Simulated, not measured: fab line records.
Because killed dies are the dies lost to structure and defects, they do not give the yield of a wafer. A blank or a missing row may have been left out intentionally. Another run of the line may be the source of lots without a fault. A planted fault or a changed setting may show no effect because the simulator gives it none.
fab line records ; flow n5Finfet
record lots=3; wafers=9; lastDay=19
route steps=1938 shown STI_FIN_REVEAL@202 DUMMY_GATE@212 BEOL_M4@1111 PASSIVATION@1936
lots that met no fault: from a run of the same line without faults
startH: start of the lot's first displayed wafer, in hours after the record's first day ; waitH: hours from the lot's prior step to this one ; " unchanged from the row above ; L1.1+2: one row covering several wafers at once ; - value missing, or start not given ; * or withheld: withheld ; < > ~ a bound
route shown NAME@n: a module of which the file shows steps, and the number in the route of the first ; usual: mean/standard deviation taken from wafers without a fault ; same: alike in all rows ; chamber/n: place in a boat ; sites: each site's reading ; _std_site: standard deviation of those values ; _edge_site: the outer-site mean with the inner-site mean subtracted ; radiusMm: how far each site lies from the wafer's centre ; mask NAME#n: copy n ; behind: the most recent tool/chamber to have shaped the wafer ; hold: the reason the lot was held/the length of the hold in hours/how it ended ; device: the n, p or np transistor that did not switch ; end of line: the tests these same wafers got at the end of their route ; a step given without rows: its recipe and nothing more ; killed: dies lost to structure and defects at the first sort, not the wafer's yield ; map: shows each die of a wafer: x if killed, . if not, _ if none is there
set.NAME: the setting the step ran with; set.NAME@STEP: the setting that earlier step ran with ; model.NAME: the simulator's own value behind a step, which no gauge read
lots seen at some steps along the route; tables by step, rows by wafer
services: a tool's chamber out of use, with start hour (startH, from the record's first day; less than 0 if before it), hours out, and reason
## steps
# step N5_STI_FIN_REVEAL_STRIP_35
# recipe chemistry=H3PO4; material=Si3N4; tempC=165; targetDepthA=40; timeS=39
# step N5_STI_FIN_REVEAL_SRD_21
# recipe dry=ipaMarangoni; timeS=30; tempC=23; rinseLiquid=diw
# step N5_STI_FIN_REVEAL_OXIDATION_33
# recipe chemistry=O2_PLASMA_REMOTE; tempC=150; timeS=20; pressureMtorr=1000; sourcePowerW=2000; o2FlowSccm=3000
# step N5_STI_FIN_REVEAL_CLEAN_19
# recipe chemistry=O3/DIW; tempC=25; timeS=120; o3Ppm=10
# step N5_STI_FIN_REVEAL_SRD_23
# recipe dry=ipaMarangoni; timeS=30; tempC=23; rinseLiquid=diw
# step N5_STI_FIN_REVEAL_PRECLEAN_18
# recipe chemistry=SC2; timeS=45; tempC=35; mix=1:1:50
# step N5_STI_FIN_REVEAL_SRD_28
# recipe dry=ipaMarangoni; timeS=30; tempC=23; rinseLiquid=diw
# step N5_DUMMY_GATE_PRECLEAN_00
# recipe chemistry=O3/DIW; timeS=60; tempC=22; o3Ppm=10
# step N5_DUMMY_GATE_SRD_01
# recipe timeS=30; tempC=23; rinseLiquid=diw; dry=ipaMarangoni
# step N5_DUMMY_GATE_ALD_02
# recipe material=SiO2; targetThkA=20; tempC=300; aldPrecursorFamily=BDEAS; aldCoReactant=O2-plasma; pulseTimeS=1; pressureTorr=2
# usual heaterPowerW=468/42; precursorPulseHeightRel=0.998/0.022; susceptorTempC=299.99/0.19
lot.wafer;tool;chamber;startH;waitH;heaterPowerW;precursorPulseHeightRel;susceptorTempC;model.SiO2_of_DUMMY_GATE_ALD_02.thkNm
L397.1;aldSin-03;0;72.12;0.0;503;1.027;299.47;2
L397.3;aldSin-03;2;72.12;0.0;465;1.015;299.93;2
L397.6;aldSin-03;2;72.12;0.0;468;0.984;299.76;2
L406.1;aldSin-03;3;131.39;0.0;500;0.986;299.82;2
L406.4;aldSin-03;2;131.39;0.0;481;1.005;299.76;2.8
L406.6;aldSin-03;2;131.39;0.0;466;1.008;300.15;2
L414.2;aldSin-02;2;175.75;0.0;416;0.999;300.17;2
L414.3;aldSin-02;1;175.75;0.0;463;1.021;300.13;2
L414.4;aldSin-02;3;175.75;0.0;537;0.998;299.68;2
# step N5_DUMMY_GATE_CVD_03
# recipe material=a-Si; targetThkA=1500; tempC=530; precursor=SiH4; timeS=8042
# step N5_DUMMY_GATE_PRECLEAN_46
# recipe chemistry=DIW; timeS=89.5; tempC=23
# step N5_DUMMY_GATE_SRD_47
# recipe dryTimeS=32; dry=n2Spin; spinRpm=1500
# step N5_DUMMY_GATE_CMP_04
# recipe material=a-Si; postCmpClean=alkalineBrush
# step N5_DUMMY_GATE_HM_DEP_06
# recipe material=SiNx; targetThkA=800; precursor=DCS/NH3; tempC=700; pressureMtorr=300; timeS=5141
# step N5_DUMMY_GATE_PECVD_30
# recipe material=SiO2; targetThkA=550; tempC=400; precursor=TEOS/O2; pressureTorr=6.5; rfW=withheld; teosFlowSccm=withheld; gas=O2; flowSccm=2650; timeS=10.8
# step N5_DUMMY_GATE_COAT_34
# recipe resist=SOC; tempC=250; timeS=60; spinRpm=1500; resistThkNm=60
# step N5_DUMMY_GATE_COAT_35
# recipe resist=SiARC; tempC=220; timeS=60; spinRpm=1500; resistThkNm=10
# step N5_DUMMY_GATE_COAT_28
# recipe resist=underlayer; tempC=205; timeS=60; spinRpm=1500; resistThkNm=10
# step N5_DUMMY_GATE_COAT_09
# recipe resist=CAR-EUV; spinRpm=1500; resistThkNm=30
# step N5_DUMMY_GATE_EBR_11
# recipe solvent=PGMEA; ebrWidthMm=1.5
# step N5_DUMMY_GATE_SOFTBAKE_10
# recipe tempC=110; timeS=60; resist=CAR-EUV
# step N5_DUMMY_GATE_EXPOSE_12
# recipe maskId=GATE; na=0.33; sourceShape=annular; sigmaInner=0.2; sigmaOuter=0.6; polarization=unpolarized; targetCdNm=25; doseMj=34
# step N5_DUMMY_GATE_PEB_13
# recipe pebTempC=100; pebTimeS=60; resist=CAR-EUV
# step N5_DUMMY_GATE_DEVELOP_14
# recipe developTimeS=30; developer=TMAH; resist=CAR-EUV; rinseLiquid=surfactantRinse; dry=airSpin; devTempC=23
# step N5_DUMMY_GATE_DESCUM_20
# recipe chemistry=O2; timeS=6.2; sourcePowerW=50; biasPowerW=20; pressureMtorr=20; rfFrequencyHz=2.712e+07; tempC=40; resist=CAR-EUV; o2FlowSccm=225
# step N5_DUMMY_GATE_ETCH_29
# recipe chemistry=N2/H2; target=underlayer; targetDepthA=130; ionEnergyEv=200; pressureMtorr=30; sourceW=840; biasW=150; n2FlowSccm=200; h2FlowSccm=200
# step N5_DUMMY_GATE_ETCH_36
# recipe chemistry=CF4; target=SiARC; targetDepthA=130; pressureMtorr=40; sourceW=545; biasW=36; Ar_flow_sccm=100; cf4FlowSccm=100; ionEnergyEv=80
# step N5_DUMMY_GATE_ETCH_37
# recipe chemistry=N2/H2; target=SOC; targetDepthA=600; overetchA=300; tempC=40; ionEnergyEv=200; pressureMtorr=30; sourceW=840; biasW=150; n2FlowSccm=200; h2FlowSccm=200
# step N5_DUMMY_GATE_STRIP_38
# recipe chemistry=N2/H2; tempC=40; n2FlowSccm=200; h2FlowSccm=200; rfFrequencyHz=6e+07
# step N5_DUMMY_GATE_STRIP_39
# recipe chemistry=N2/H2; tempC=40; n2FlowSccm=200; h2FlowSccm=200; rfFrequencyHz=6e+07
# step N5_DUMMY_GATE_TRIM_49
# recipe chemistry=O2; resist=SOC; timeS=29; targetCdNm=14; sourcePowerW=300; biasPowerW=0; O2_flow_sccm=100; tempC=20
# step N5_DUMMY_GATE_STRIP_40
# recipe chemistry=CF4; resist=SiARC; powerW=300; biasPowerW=75; pressureMtorr=50; cf4FlowSccm=150; rfFrequencyHz=6e+07
# step N5_DUMMY_GATE_ETCH_31
# recipe chemistry=C4F6/O2; target=SiO2; maskMaterial=SOC; targetDepthA=825; timeS=27.5; ionEnergyEv=250; pressureMtorr=30; sourceW=345; biasW=185; Ar_flow_sccm=300; C4F6_flow_sccm=10; O2_flow_sccm=10
# step N5_DUMMY_GATE_ETCH_44
# recipe chemistry=HBr/O2; overEtchFrac=0.7; targetDepthA=1275; stopOn=SiO2; ionEnergyEv=60; biasW=20; target=poly-Si; maskMaterial=SiO2; pressureMtorr=20; icpW=400; HBr_flow_sccm=120; O2_flow_sccm=10
# usual HBr_flow_sccm=120.0/0.34; drypumpMotorCurrentA=5.7/0.35; heBacksideLeakSccm=2.8/0.32; oesProductAu=0.730/0.012; throttleValvePct=18.50/0.24
lot.wafer;tool;chamber;startH;waitH;HBr_flow_sccm;drypumpMotorCurrentA;heBacksideLeakSccm;oesProductAu;rfHoursCounterH;throttleValvePct;model.SiO2_of_DUMMY_GATE_ALD_02.thkNm
L397.1;rieSi-06;2;82.94;0.0;120.1;5.1;3.2;0.737;55;18.69;2
L397.3;rieSi-06;1;82.94;0.0;119.9;5.6;3.3;0.730;198;18.75;2
L397.6;rieSi-06;1;82.94;0.0;119.7;5.6;3.4;0.735;-;18.74;2
L406.1;rieSi-06;1;143.52;0.0;120.6;5.6;3.0;0.745;0;18.59;2
L406.4;rieSi-06;2;143.52;0.0;119.5;5.1;3.5;0.739;56;18.68;2.8
L406.6;rieSi-06;3;143.52;0.0;120.2;5.7;2.4;0.721;-;18.80;2
L414.2;rieSi-06;0;185.04;0.0;119.7;6.0;2.9;0.703;50;18.89;2
L414.3;rieSi-06;1;185.04;0.0;120.2;5.6;3.0;0.741;1;18.60;2
L414.4;rieSi-06;2;185.04;0.0;119.9;5.1;3.2;0.732;57;18.70;2
# step N5_BEOL_M4_RC_MEAS_101
# usual DIBL_N=36.0/1.7; DIBL_P=36.2/1.9; EOT_N=10.51/0.12; EOT_P=10.46/0.1; IGATE_N=0.0133/0.0023; IGATE_P=0.0040/0.0007; IOFF_N=0.154/0.028; IOFF_N_85C=3.0/0.44; IOFF_N_LIN=0.071/0.01; IOFF_P=0.21/0.036; IOFF_P_85C=3.6/0.53; IOFF_P_LIN=0.099/0.014; ION_N=675/11; ION_P=463/8.3; SS_N=71.4/0.63; SS_P=73.2/0.55; VT_N=250.2/3; VT_N_LVT=99.5/2.9; VT_P=-251/3.7; VT_P_LVT=-99/3.1
lot.wafer;tool;chamber;startH;waitH;DIBL_N[mV/V];DIBL_P[mV/V];EOT_N;EOT_P;IGATE_N[nA/um];IGATE_P[nA/um];IOFF_N[nA/um];IOFF_N_85C[nA/um];IOFF_N_LIN[nA/um];IOFF_P[nA/um];IOFF_P_85C[nA/um];IOFF_P_LIN[nA/um];ION_N[uA/um];ION_P[uA/um];SS_N[mV/dec];SS_P[mV/dec];VT_N[mV];VT_N_LVT[mV];VT_P[mV];VT_P_LVT[mV]
L397.1;prober-02;0;264.69;0.0;35.4;36.1;10.64;10.43;0.0113;0.0034;0.153;3.0;0.073;0.20;3.5;0.097;687;470;71.2;72.3;248.5;100.0;-250;-100
L397.3;prober-02;0;264.69;0.0;34.7;35.4;10.28;10.33;0.0155;0.0047;0.131;2.6;0.064;0.18;3.2;0.091;674;461;71.7;72.9;253.1;102.3;-253;-102
L397.6;prober-02;0;264.69;0.0;34.9;34.5;10.34;10.35;0.0146;0.0044;0.126;2.5;0.060;0.17;3.0;0.087;667;452;71.0;72.5;253.9;103.8;-257;-102
L406.1;prober-02;0;309.89;0.0;38.5;38.5;10.72;10.68;0.0104;0.0031;0.199;3.8;0.091;0.30;4.9;0.132;691;477;71.6;74.1;245.0;92.4;-244;-92
L406.4;prober-02;0;309.89;0.0;45.4;46.2;13.64;13.56;0.0003;0.0001;0.359;6.2;0.160;0.51;7.7;0.230;641;450;73.2;75.3;238.0;88.9;-236;-86
L406.6;prober-02;0;309.89;0.0;36.8;36.4;10.56;10.50;0.0119;0.0036;0.144;2.9;0.069;0.25;4.2;0.116;672;472;70.6;73.4;249.5;100.3;-246;-95
L414.2;prober-02;0;347.19;0.2;34.4;35.4;10.61;10.46;0.0118;0.0036;0.131;2.6;0.064;0.19;3.5;0.095;682;469;70.7;72.8;252.0;103.0;-249;-101
L414.3;prober-02;0;347.19;0.2;40.2;41.1;10.56;10.37;0.0128;0.0039;0.244;4.3;0.100;0.28;4.6;0.118;697;463;72.4;74.3;245.3;95.4;-248;-98
L414.4;prober-02;0;347.19;0.2;36.7;37.8;10.62;10.42;0.0128;0.0039;0.166;3.2;0.075;0.23;4.0;0.106;670;461;72.1;73.2;249.8;100.2;-246;-99
# step N5_PASSIVATION_PROBE_49
# usual defectLimitedYield=90.9/1.4; killed_at_M0_to_M3=38/11; killed_at_M4_up=13/5.9; killedAtContacts=14/6.4; killedAtFrontEnd=38/11; killedAtOther=3.3/2.5; killedDies=107/16; killedOpen=70/12; killedShort=35/7.7; sort_bin_4_leakage=0.00/0.007; sort_bin_5_function=5.3/0.94; sort_bin_6_memory=3.5/0.7; sort_bin_8_speed=0.00/0.007; sortNPass=1073/16; sortYieldPct=90.9/1.4
# same grossDies=1180; killedAtBackSide=0
lot.wafer;tool;chamber;startH;waitH;defectLimitedYield[%];killed_at_M0_to_M3;killed_at_M4_up;killedAtContacts;killedAtFrontEnd;killedAtOther;killedDies;killedOpen;killedShort;sort_bin_4_leakage[%];sort_bin_5_function[%];sort_bin_6_memory[%];sort_bin_8_speed[%];sortNPass;sortYieldPct[%]
L397.1;prober-02;-;371.76;0.0;89.7;47;13;19;40;2;121;72;48;0;5.9;3.8;0;1059;89.7
L397.3;prober-02;-;371.86;0.1;90.4;37;13;14;44;5;113;82;30;0;6.4;2.9;0;1067;90.4
L397.6;prober-02;-;372.01;0.3;90.0;38;13;17;40;10;118;77;38;0;6.0;3.9;0;1062;90.0
L406.1;prober-01;-;417.35;0.0;91.6;52;7;10;30;0;99;60;37;0;4.5;3.6;0;1081;91.6
L406.4;prober-01;-;417.50;0.2;89.3;64;15;11;30;6;126;84;41;7.54;6.6;3.8;0.42;960;81.4
L406.6;prober-01;-;417.60;0.3;91.4;49;9;13;30;1;102;61;38;0;4.9;3.2;0;1078;91.4
L414.2;prober-01;-;464.56;0.3;89.0;46;18;21;39;6;130;76;52;0;5.0;5.4;0;1050;89.0
L414.3;prober-01;-;464.61;0.3;90.8;45;23;9;28;3;108;75;32;0.08;5.7;3.2;0;1071;90.8
L414.4;prober-01;-;464.66;0.4;90.3;43;18;18;34;2;115;76;38;0;5.7;3.7;0;1065;90.3
# killed by level:class
L397.1 MOL_CONTACT_COAG:geometricParticle:open=18 BEOL_M3:geometricParticle:open=15 FIN_SAQP:geometricParticle:short=10 BEOL_M0_SAQP:geometricParticle:short=10 BEOL_M0_SAQP:geometricParticle:open=9 GATE_CUT:geometricParticle:short=8 BEOL_M4:geometricParticle:open=7 STI_FIN_REVEAL:geometricParticle:open=5
L397.3 BEOL_M3:geometricParticle:open=13 FIN_SAQP:geometricParticle:short=11 MOL_CONTACT_COAG:geometricParticle:open=11 FIN_SAQP:geometricParticle:open=9 BEOL_M2:geometricParticle:open=9 BEOL_M1:geometricParticle:open=8 STI_FIN_REVEAL:geometricParticle:open=5 DUMMY_GATE:geometricParticle:open=4
L397.6 MOL_CONTACT_COAG:geometricParticle:open=16 BEOL_M3:geometricParticle:open=14 GATE_CUT:geometricParticle:short=10 FIN_SAQP:geometricParticle:open=9 BEOL_M0_SAQP:geometricParticle:short=9 FIN_SAQP:geometricParticle:short=6 BEOL_M2:geometricParticle:open=5 GATE_CUT:geometricParticle:open=4
L406.1 BEOL_M0_SAQP:geometricParticle:short=15 BEOL_M0_SAQP:geometricParticle:open=11 FIN_SAQP:geometricParticle:short=9 BEOL_M3:geometricParticle:open=9 FIN_SAQP:geometricParticle:open=8 BEOL_M1:geometricParticle:open=8 MOL_CONTACT_COAG:geometricParticle:open=5 BEOL_M2:geometricParticle:open=5
L406.4 BEOL_M0_SAQP:geometricParticle:open=16 BEOL_M3:geometricParticle:open=11 MOL_CONTACT_COAG:geometricParticle:open=9 BEOL_M1:geometricParticle:open=9 BEOL_M2:geometricParticle:open=8 BEOL_M0_SAQP:geometricParticle:short=7 FIN_SAQP:geometricParticle:short=6 BEOL_M3:geometricParticle:short=6
L406.6 BEOL_M0_SAQP:geometricParticle:short=14 BEOL_M1:geometricParticle:open=13 MOL_CONTACT_COAG:geometricParticle:open=10 BEOL_M0_SAQP:geometricParticle:open=9 FIN_SAQP:geometricParticle:short=6 GATE_CUT:geometricParticle:short=5 BEOL_M3:geometricParticle:open=5 FIN_SAQP:geometricParticle:open=4
L414.2 FIN_SAQP:geometricParticle:short=18 MOL_CONTACT_COAG:geometricParticle:open=18 BEOL_M0:geometricParticle:open=12 BEOL_M4:geometricParticle:open=10 BEOL_M0_SAQP:geometricParticle:short=7 FIN_SAQP:geometricParticle:open=5 DUMMY_GATE:geometricParticle:open=5 BEOL_M1:geometricParticle:open=5
L414.3 BEOL_M0_SAQP:geometricParticle:open=12 FIN_SAQP:geometricParticle:short=11 BEOL_M0:geometricParticle:open=8 BEOL_M2:geometricParticle:open=8 BEOL_M4:geometricParticle:open=8 FIN_SAQP:geometricParticle:open=7 MOL_CONTACT_COAG:geometricParticle:open=7 BEOL_M0_SAQP:geometricParticle:short=7
L414.4 MOL_CONTACT_COAG:geometricParticle:open=18 BEOL_M0_SAQP:geometricParticle:short=11 FIN_SAQP:geometricParticle:short=10 BEOL_M3:geometricParticle:open=10 BEOL_M0_SAQP:geometricParticle:open=6 BEOL_M0:geometricParticle:open=6 BEOL_M1:geometricParticle:open=6 GATE_CUT:geometricParticle:short=5
# map L406.4 (x killed, . not)
_________________...x..x.....________________
______________.............x...._____________
___________x..............x..x.....__________
__________....x.x..................x_________
________x..................x.........._______
_______............x....x............x.______
______..x..............x......x.x......._____
_____........x.....x.....................____
____..........xx.x...x............xx...x..___
___...x......x.....x..x....................__
___...x..x...........x..............x......__
__...............x...............x.........._
__..x......x...x......x....................._
_.x....x..........................x..........
_.............x...xx..x..................x...
_.......x.......x.........xx.....x...........
_.......x....x.x...x...................x.....
_.................xx....................x.x..
_..........x........x...x....x..........x....
_.x..............x.......x...x...............
_..x..x..x...........x.......................
__...........x...x..x.....x.xx...x.........._
__....................x..........x....xx...._
___.x...x.....x..........x.....x.x..x......__
___.................xx.............x.......__
____...xxx..........x........x.x.........x___
_____..x..................x..............____
______......x.....x.x.x..x.x..xx.x......_____
_______..x......................x......______
________......x..x...................._______
__________..x.............xx........_________
___________..........x.............__________
______________......x........x.._____________
_________________x...........________________
# map L397.1 (x killed, . not)
_________________............________________
______________...........x....x._____________
___________x........x..............__________
__________.x.................x.....x_________
________........x....................._______
_______......................x.........______
______x..................x......x.....x._____
_____...x.............x........x.x.....x.____
____....x.................................___
___.....x.x........x................x......__
___x....x.....x..x............x............__
__.......x.................................._
__x............x.........x....x............._
_........x....x.x...........x................
_.......x..................x........xx.......
_.......x...xx...........x.xx.......x.......x
_....x.....x..x.................x............
_...........xx................x..xx..........
_.....x..x....x..........x..x.....x.x........
_...........x.........x.........x.....x......
_..........xx..xx...x.............x.x.......x
__...x...........x...............x.........._
__x.x.x...................................x._
___x...................xx......xx..........__
___....x............xx.x.......x.........x.__
____.....x........................x.......___
_____..x..........x.................x.x..____
______..x............................xx._____
_______..x.x....x.xx.......xx........x.______
________..xx............x............._______
__________.......x.......x.........._________
___________............x......xx...__________
______________.................._____________
_________________........x...________________
## services
tool;chamber;startH;hours;kind
rieSi-06;1;97.59;-;clean
rieSi-06;1;97.59;25.1;scheduledDown
rieSi-06;1;97.59;25.1;ventCycle
rieSi-06;3;98.29;6.3;repair
aldSin-03;-;110.86;1.4;repair
rieSi-06;-;130.95;0.1;repair
rieSi-06;-;142.29;0.3;repair
aldSin-02;-;176.75;14.0;pm
aldSin-02;0;176.75;14.0;ventCycle
aldSin-02;1;176.75;14.0;ventCycle
aldSin-02;2;176.75;14.0;ventCycle
aldSin-02;3;176.75;14.0;ventCycle
## key
firstSign step=N5_BEOL_M4_RC_MEAS_101; reading=EOT_P; direction=up; sigmas=30; usual=10.46; struck=13.56
effect step=N5_BEOL_M4_RC_MEAS_101; reading=EOT_N; direction=up; sigmas=27; usual=10.51; struck=13.64
effect step=N5_BEOL_M4_RC_MEAS_101; reading=IOFF_P_LIN; direction=up; sigmas=9.1; usual=0.099; struck=0.230
effect step=N5_BEOL_M4_RC_MEAS_101; reading=IOFF_N_LIN; direction=up; sigmas=8.6; usual=0.071; struck=0.160
effect step=N5_BEOL_M4_RC_MEAS_101; reading=IOFF_P; direction=up; sigmas=8.3; usual=0.21; struck=0.51
effect step=N5_BEOL_M4_RC_MEAS_101; reading=IOFF_P_85C; direction=up; sigmas=7.8; usual=3.6; struck=7.7
effect step=N5_BEOL_M4_RC_MEAS_101; reading=IOFF_N; direction=up; sigmas=7.5; usual=0.154; struck=0.359
effect step=N5_BEOL_M4_RC_MEAS_101; reading=IOFF_N_85C; direction=up; sigmas=7.3; usual=3.0; struck=6.2
effect step=N5_BEOL_M4_RC_MEAS_101; reading=DIBL_N; direction=up; sigmas=5.7; usual=36.0; struck=45.4
effect step=N5_BEOL_M4_RC_MEAS_101; reading=IGATE_N; direction=down; sigmas=5.6; usual=0.0133; struck=0.0003
effect step=N5_BEOL_M4_RC_MEAS_101; reading=IGATE_P; direction=down; sigmas=5.6; usual=0.0040; struck=0.0001
effect step=N5_BEOL_M4_RC_MEAS_101; reading=DIBL_P; direction=up; sigmas=5.2; usual=36.2; struck=46.2
effect step=N5_PASSIVATION_PROBE_49; reading=sort_bin_4_leakage; direction=up; sigmas=89; usual=0.00; struck=7.54
modelEffect step=N5_DUMMY_GATE_ALD_02; value=SiO2_of_DUMMY_GATE_ALD_02.thkNm; without=2; struck=2.8
modelEffect step=N5_DUMMY_GATE_ETCH_44; value=SiO2_of_DUMMY_GATE_ALD_02.thkNm; without=2; struck=2.8
metAt N5_DUMMY_GATE_ALD_02
struckWafers L406.4
onsetBetween 72.12 131.39
fault kind=processParameterDrift; tool=aldSin-03; chamber=-; onsetH=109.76; steps=N5_DUMMY_GATE_ALD_02; channel=targetThkA; offset=*; shape=step; endH=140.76; scope=struckWafersOnly; actsIn=*; stated=*
